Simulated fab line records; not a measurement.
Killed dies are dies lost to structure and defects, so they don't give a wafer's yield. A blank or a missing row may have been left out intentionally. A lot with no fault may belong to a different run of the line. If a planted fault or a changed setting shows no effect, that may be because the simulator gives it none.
Struck lot and sound lot, side by side    flow nand harc    12 steps out of a route of 1159
Sound: these wafers, L263.2, L263.3, L263.5. Struck: wafer L264.3 (left out: L264.4, L264.5 of the same lot, which were not struck); the cause appears at the end.
Per side, at each step with rows, come the tool, then ch with its chambers, and then its first start. Under that, the readings that differ: sound wafers    struck wafers    difference of the means    sigmas: that difference in standard deviations of wafers without a fault.
alike: a reading whose means differ by less than 2 such deviations, as well as words and numbers matching on both sides. not compared: withheld readings; readings where some wafer has no value; bounds like >300 that might hide an equal value; numbers whose values overlap and for which the record gives no deviation.
The two part at a step that has a row with sigmas, a row that says differs or no value, or rows on one side only. Numbers that have no deviation but don't overlap get no sigmas and don't part them. A reading missing from all wafers of one side parts the sides only when that side holds two or more wafers.

NHARC_A_SLIT_ETCH_29: etches the open film in CF4/O2, target depth 100 nm, overetch 10 nm, time 55 s.
  sound on rie diel-13 ch 0,2,3, day 15 05:53; struck on rie diel-06 ch 2, day 15 09:01
  alike: chamber pressure mTorr, drypump motor current A, mfc ar sccm, oes product au, rf vpp V, showerhead plenum p Torr, throttle valve pct
  not compared: rf hours counter h
NHARC_A_SLIT_STRIP_18: strips in O2.
  sound on rie diel-13 ch 2,3; struck on rie diel-06 ch 2
  alike: chamber pressure mTorr, drypump motor current A, mfc ar sccm, oes product au, rf vpp V, showerhead plenum p Torr, throttle valve pct
  not compared: rf hours counter h
then, 2 steps without rows for these wafers: NHARC_A_SLIT_PRECLEAN_19 (cleans in SC1); NHARC_A_SLIT_SRD_20.
NHARC_A_SLIT_CD_MEAS_21:
  sound on cd sem-03 at day 15 06:25; struck on cd sem-02 at day 15 09:33
  alike: cd nm
then, 3 steps without rows for these wafers: NHARC_A_SIN_REMOVE_WET_00 (chemistry H3PO4, time 15300 s); NHARC_A_SIN_REMOVE_PRECLEAN_01 (cleans in SC1); NHARC_A_SIN_REMOVE_SRD_02.
NHARC_A_SIN_REMOVE_INSPECT_04:
  sound on defect inspect-02 at day 15 14:07; struck on defect inspect-01 at day 15 17:16
reading           sound        struck  difference  sigmas
raw defect count  203 187 228  413     +207        +3
NHARC_A_WL_FILL_ALD_00: deposits Al2O3, target thk 3 nm, pulse time 3 s, ald cycles 30.
  sound on ald hk-02 ch 0,2,3, day 15 14:11; struck on ald hk-04 ch 3, day 15 17:20
  alike: heater power w, precursor pulse height rel
  not compared: ald cycles
NHARC_A_WL_FILL_RTA_01: time 5 s.
  sound on rtp anneal-01 ch 0, day 15 14:28; struck on rtp anneal-01 ch 0, day 15 17:39
  alike: lamp power pct, lamp_zone_3_pct, wafer_temp_C_max
NHARC_A_WL_FILL_ALD_02: deposits TiN, target thk 2 nm, pulse time 3 s, ald cycles 100.
  sound on ald metal-01 ch 0,1,2, day 15 14:44; struck on ald metal-02 ch 2, day 15 17:51
reading     sound        struck  difference  sigmas
ald cycles  100 100 100  70      -30         
  alike: heater power w, precursor pulse height rel

## WHERE THEY PART
NHARC_A_SIN_REMOVE_INSPECT_04 only, going by this record. Later steps at which nothing parts them and some readings are alike: NHARC_A_WL_FILL_ALD_00, NHARC_A_WL_FILL_RTA_01, NHARC_A_WL_FILL_ALD_02.

WHY: what the simulator had put in
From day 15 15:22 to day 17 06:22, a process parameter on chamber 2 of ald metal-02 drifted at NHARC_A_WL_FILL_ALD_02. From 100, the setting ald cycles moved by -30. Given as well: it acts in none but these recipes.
